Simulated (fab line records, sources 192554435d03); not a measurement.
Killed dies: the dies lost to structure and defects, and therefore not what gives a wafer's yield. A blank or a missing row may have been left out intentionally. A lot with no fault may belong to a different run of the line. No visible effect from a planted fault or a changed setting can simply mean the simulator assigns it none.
Split-lot study + flow n5Finfet + on a route of 1938 steps: 7 lots, 39 wafers read

## ABOUT THE SPLIT
At N5_PMOS_HMC_CHANNEL_EPI_DEVELOP_08 (develop time 30 s), the setting developTimeS was moved away from the recipe's 30 s on 12 of the 39 wafers read, by -51.1% to -23.8%. For the rest of the wafers, this setting stayed at what the recipe calls for.

There is no step in the file separating the split from the reading.

## THE READING
cdNm at N5_PMOS_HMC_CHANNEL_EPI_CD_MEAS_09, given in nm (cd target 237.4 nm). A value of 237.5 nm with a standard deviation of 1.1 nm is what fault-free wafers of this fab line usually give.

| wafer  | tool, chamber at the split | developTimeS as run, s | against the recipe | cdNm, nm | against lot-mates on the recipe |
|--------|----------------------------|------------------------|--------------------|----------|---------------------------------|
| L075.1 | lithoTrack-03, 0           | 30                     | recipe             | 239.1    | -                               |
| L075.2 | lithoTrack-03, 0           | 14.67                  | -51.1%             | 233.8    | -4.9                            |
| L075.3 | lithoTrack-03, 0           | 30                     | recipe             | 239.0    | -                               |
| L075.4 | lithoTrack-03, 0           | 14.67                  | -51.1%             | 234.7    | -4.0                            |
| L075.5 | lithoTrack-03, 0           | 30                     | recipe             | 238.1    | -                               |
| L075.6 | lithoTrack-03, 0           | 14.67                  | -51.1%             | 233.5    | -5.2                            |
| L076.1 | lithoTrack-03, 0           | 17.94                  | -40.2%             | 234.8    | -3.6                            |
| L076.2 | lithoTrack-03, 0           | 17.94                  | -40.2%             | 235.3    | -3.1                            |
| L076.3 | lithoTrack-03, 0           | 30                     | recipe             | 238.5    | -                               |
| L076.4 | lithoTrack-03, 0           | 17.94                  | -40.2%             | 235.0    | -3.4                            |
| L076.5 | lithoTrack-03, 0           | 30                     | recipe             | 238.2    | -                               |
| L076.6 | lithoTrack-03, 0           | 30                     | recipe             | 238.6    | -                               |
| L078.3 | lithoTrack-02, 0           | 30                     | recipe             | 237.7    | -                               |
| L078.4 | lithoTrack-02, 0           | 30                     | recipe             | 237.0    | -                               |
| L078.6 | lithoTrack-02, 0           | 30                     | recipe             | 239.0    | -                               |
| L080.1 | lithoTrack-02, 0           | 30                     | recipe             | 236.3    | -                               |
| L080.2 | lithoTrack-02, 0           | 30                     | recipe             | 236.5    | -                               |
| L080.3 | lithoTrack-02, 0           | 30                     | recipe             | 235.2    | -                               |
| L080.4 | lithoTrack-02, 0           | 30                     | recipe             | 237.4    | -                               |
| L080.5 | lithoTrack-02, 0           | 30                     | recipe             | 235.7    | -                               |
| L080.6 | lithoTrack-02, 0           | 30                     | recipe             | 237.0    | -                               |
| L089.1 | lithoTrack-02, 0           | 30                     | recipe             | 237.8    | -                               |
| L089.2 | lithoTrack-02, 0           | 30                     | recipe             | 237.1    | -                               |
| L089.3 | lithoTrack-02, 0           | 30                     | recipe             | 236.7    | -                               |
| L089.4 | lithoTrack-02, 0           | 30                     | recipe             | 236.9    | -                               |
| L089.5 | lithoTrack-02, 0           | 30                     | recipe             | 237.9    | -                               |
| L089.6 | lithoTrack-02, 0           | 30                     | recipe             | 236.4    | -                               |
| L091.1 | lithoTrack-04, 0           | 22.86                  | -23.8%             | 234.5    | -3.4                            |
| L091.2 | lithoTrack-04, 0           | 30                     | recipe             | 237.7    | -                               |
| L091.3 | lithoTrack-04, 0           | 30                     | recipe             | 237.7    | -                               |
| L091.4 | lithoTrack-04, 0           | 30                     | recipe             | 238.3    | -                               |
| L091.5 | lithoTrack-04, 0           | 22.86                  | -23.8%             | 234.8    | -3.1                            |
| L091.6 | lithoTrack-04, 0           | 22.86                  | -23.8%             | 234.8    | -3.1                            |
| L093.1 | lithoTrack-02, 0           | 22.11                  | -26.3%             | 234.6    | -3.2                            |
| L093.2 | lithoTrack-02, 0           | 30                     | recipe             | 237.6    | -                               |
| L093.3 | lithoTrack-02, 0           | 22.11                  | -26.3%             | 236.7    | -1.1                            |
| L093.4 | lithoTrack-02, 0           | 30                     | recipe             | 237.9    | -                               |
| L093.5 | lithoTrack-02, 0           | 30                     | recipe             | 237.8    | -                               |
| L093.6 | lithoTrack-02, 0           | 22.11                  | -26.3%             | 235.9    | -1.9                            |

THE FIT
A straight line over all 39 wafers: cdNm changes by +0.0706 nm for each +1% of developTimeS; r = +0.80; the points scatter about the line by 0.94 nm.
The same after taking each lot's own level away (the mean of its wafers on the recipe; 39 wafers): +0.0919 nm for each +1%; r = +0.93; scatter 0.64 nm.
That fit puts the effect of the largest move of developTimeS on the reading at 4.7 nm.
Across the lots, their own levels run from 236.35 to 238.73 nm, a range of 2.2 times the standard deviation given above.
So the lot-to-lot level changes the slope: the two fits differ.
Check: with one of the wafers moved furthest among these (-51.1%) left out of the fit, the line predicts -4.68 nm for it against its lot-mates. It came out at -4.93 nm against them.

## THE WHOLE CHAIN: every reading that the file lists as answering this split, in the file's order
| step                               | what it does                                                           | reading                                                                    | change (the file's fit)                | r (the file's) |
|------------------------------------|------------------------------------------------------------------------|----------------------------------------------------------------------------|----------------------------------------|----------------|
| N5_PMOS_HMC_CHANNEL_EPI_CD_MEAS_09 | target cd 237.4 nm                                                     | cdNm                                                                       | +0.093 nm for each +1% of the setting  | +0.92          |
| N5_PMOS_HMC_CHANNEL_EPI_DESCUM_14  | chemistry O2, time 7.9 s                                               | PMOS_HMC_CHANNEL_EPI.cdNm (the simulator's own value, which no gauge read) | +0.092 nm for each +1% of the setting  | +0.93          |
| N5_PMOS_HMC_CHANNEL_EPI_ETCH_32    | etches BARC in N2/H2, stops on SiO2, target depth 85.8 nm, time 50.3 s | PMOS_HMC_CHANNEL_EPI.cdNm (the simulator's own value, which no gauge read) | +0.0891 nm for each +1% of the setting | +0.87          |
| N5_PMOS_HMC_CHANNEL_EPI_ETCH_38    | etches SiO2 in CF4, target depth 1.5 nm                                | PMOS_HMC_CHANNEL_EPI.cdNm (the simulator's own value, which no gauge read) | +0.0898 nm for each +1% of the setting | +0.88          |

## THE FILE'S OWN FIT
cdNm changes by +0.093 nm for each +1% of developTimeS, r = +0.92.
